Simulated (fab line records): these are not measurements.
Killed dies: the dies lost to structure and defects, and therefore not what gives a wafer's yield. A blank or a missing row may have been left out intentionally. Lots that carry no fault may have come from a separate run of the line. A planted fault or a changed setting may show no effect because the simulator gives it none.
A lot that was struck, set against a sound lot -- flow n5 finfet -- 15 steps out of a route of 1938
Sound: these wafers, L107.2, L107.3, L107.5. Struck: wafer L111.4 (left out: L111.1, L111.6 of the same lot, which were not struck); the cause appears at the end.
For every step that has rows: the tool of each side, followed by ch and its chambers, followed by its first start. Under that, the readings that differ: sound wafers -- struck wafers -- difference of the means -- sigmas: that difference in standard deviations of wafers without a fault.
alike: readings with means less than 2 such deviations apart, plus words and numbers identical on both sides. not compared: withheld readings, readings lacking a value on some wafer, bounds such as >300 that could conceal the same value, and numbers that have no deviation in the record and whose values overlap.
A row with sigmas, a row that says differs or no value, or rows on one side alone: a step with any of these is where the two part. When numbers do not overlap yet have no deviation, they are printed without sigmas and do not part them. A reading missing from all wafers of one side parts the sides only when that side holds two or more wafers.

first, 8 steps without rows for these wafers: N5_BEOL_M5_COAT_66 (time 60 s, resist thk 12 nm); N5_BEOL_M5_COAT_74 (time 60 s, resist thk 5 nm); N5_BEOL_M5_COAT_22 (resist thk 30 nm); N5_BEOL_M5_EBR_24; N5_BEOL_M5_SOFTBAKE_23 (time 60 s); N5_BEOL_M5_EXPOSE_25 (exposes mask V4, defocus 10 nm); N5_BEOL_M5_PEB_26 (peb time 60 s); N5_BEOL_M5_DEVELOP_27 (develop time 30 s).
N5_BEOL_M5_CD_MEAS_28: target cd 30.6 nm, target cd y 20 nm.
  sound on cd sem-03 ch 0, day 9 22:45; struck on cd sem-03 ch 0, day 11 00:18
reading,sound,struck,difference,sigmas
cd nm (nm),30.57 30.42 30.36,31.23,+0.78,+3
N5_BEOL_M5_OVL_MEAS_29:
  sound on overlay-02 ch 0, day 9 22:51; struck on overlay-02 ch 0, day 11 00:20
  alike: V4_OVL
N5_BEOL_M5_INSPECT_30: inspects for defects (brightfield).
  sound on defect inspect-02 at day 9 22:54; struck on defect inspect-01 at day 11 00:23
  alike: raw defect count
N5_BEOL_M5_DESCUM_33: chemistry O2, time 7 s.
  sound on rie diel-02 ch 2,3, day 9 22:56; struck on rie diel-05 ch 0, day 11 00:38
  alike: drypump motor current A, oes product au, rf vpp V, showerhead plenum p Torr, throttle valve pct
  not compared: rf hours counter h
N5_BEOL_M5_ETCH_75: etches underlayer in N2/H2, target depth 6.5 nm, time 5.2 s.
  sound on rie diel-02 ch 2,3, day 9 22:58; struck on rie diel-05 ch 0, day 11 00:41
reading,sound,struck,difference,sigmas
etch rf on time s (s),5.02 5.31 5.05,6.32,+1.19,+10
oes product au (a.u.),0.77 0.58 0.77,0.53,-0.18,-2
  alike: drypump motor current A, rf vpp V, showerhead plenum p Torr, throttle valve pct
  not compared: rf hours counter h
N5_BEOL_M5_ETCH_67: etches SiARC in CF4, target depth 15.6 nm, time 26 s.
  sound on rie diel-02 ch 2,3, day 9 22:59; struck on rie diel-05 ch 0, day 11 00:42
reading,sound,struck,difference,sigmas
etch rf on time s (s),24.9 26.5 25.0,26.6,+1.1,+2
throttle valve pct (%),15.41 15.61 15.41,15.88,+0.40,+2
  alike: drypump motor current A, oes product au, rf vpp V, showerhead plenum p Torr
  not compared: rf hours counter h
-- here the record skips 4 days between the struck wafers' starts before and after, leaving off in module BEOL_M5 and picking up in module PASSIVATION (first step shown: number 1936 of the route) --
N5_PASSIVATION_PROBE_49:
  sound on prober-02 at day 14 06:07; struck on prober-01 at day 15 06:43
reading,sound,struck,difference,sigmas
killed_at_M0_to_M3,23 18 30,44,+20,+2
killed at front end,54 57 42,26,-25,-2
  alike: defect limited yield, killed_at_M4_up, killed at contacts, killed at other, killed dies, killed open, killed short, sort_bin_5_function, sort_bin_6_memory, sort_bin_8_speed, sort n pass, sort yield pct

== WHERE THEY PART ==
Last at N5_PASSIVATION_PROBE_49 as far as this record goes, first at N5_BEOL_M5_CD_MEAS_28.

WHY: the cause the simulator had injected
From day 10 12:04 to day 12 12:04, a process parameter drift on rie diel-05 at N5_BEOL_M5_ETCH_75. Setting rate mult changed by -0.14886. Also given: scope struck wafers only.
